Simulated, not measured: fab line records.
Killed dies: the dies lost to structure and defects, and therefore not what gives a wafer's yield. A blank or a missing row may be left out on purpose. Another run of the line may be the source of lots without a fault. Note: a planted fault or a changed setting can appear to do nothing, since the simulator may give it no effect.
Comparing a struck lot with a sound one | flow nand harc | 13 steps out of a route of 1302
Sound: the wafers L290.1, L290.3, L290.5. Struck: wafers L285.2, L285.5, L285.6. The cause is given at the end.
At each step with rows: each side's tool, then ch and its chambers, then its first start. Under that, the readings that differ: sound wafers | struck wafers | difference of the means | sigmas: that difference in standard deviations of wafers without a fault.
alike: words and numbers the same on both sides, and readings whose means are apart by under 2 such deviations; not compared: readings that were withheld, readings missing a value for some wafer, numbers with overlapping values and no deviation given by the record, and bounds like >300 which may hide the same value.
A row with sigmas, a row that says differs or no value, or rows on one side alone: a step with any of these is where the two part. Numbers that have no deviation but don't overlap get no sigmas and don't part them. Lack of a reading on every wafer of one side parts them only where that side has two or more wafers.

first, 1 step without rows for these wafers: NHARC_P_M0_SRD_25.
NHARC_P_M0_INSPECT_27:
  sound on defect inspect-01, day 11 09:38; struck on defect inspect-01, day 9 14:24
  alike: raw defect count
NHARC_P_M0_PRE_CLEAN_31: time 12 s.
  sound on pecvd-04 ch 1,2, day 11 09:43; struck on pecvd-03 ch 0,1, day 9 14:28
  alike: heater power w
NHARC_P_M0_DEP_32: deposits SiCN, target thk 30 nm.
  sound on pecvd-04 ch 1,2, day 11 09:47; struck on pecvd-03 ch 0,1, day 9 14:32
  alike: heater power w, showerhead vpp V
then, 7 steps without rows for these wafers: NHARC_P_M1_DEP_00 (deposits SiOC, target thk 182.5 nm); NHARC_P_M1_DEHYDRATE_01 (time 120 s); NHARC_P_M1_HMDS_02 (time 30 s); NHARC_P_M1_COAT_34 (time 65 s); NHARC_P_M1_COAT_03 (resist thk 90 nm); NHARC_P_M1_SOFTBAKE_04 (time 55 s); NHARC_P_M1_EBR_05.
NHARC_P_M1_EXPOSE_06: exposes mask P M1, target cd 130 nm.
  struck on arfi scanner-03, day 9 15:30; sound on arfi scanner-03 ch 0, day 11 10:52
  no value came back on the struck wafers for exposure dose mJ cm2, focus offset nm (nm); on the sound wafers exposure dose mJ cm2 reads 81.87 81.77 81.77
  alike: mask
then, 1 step without rows for these wafers: NHARC_P_M1_PEB_07 (peb time 65 s).

WHERE THEY PART
At NHARC_P_M1_EXPOSE_06 and nowhere else, as far as this record goes.

WHY: whatever the simulator had introduced
Whole step skipped at NHARC_P_M1_EXPOSE_06 on arfi scanner-03, starting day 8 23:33. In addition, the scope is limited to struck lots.
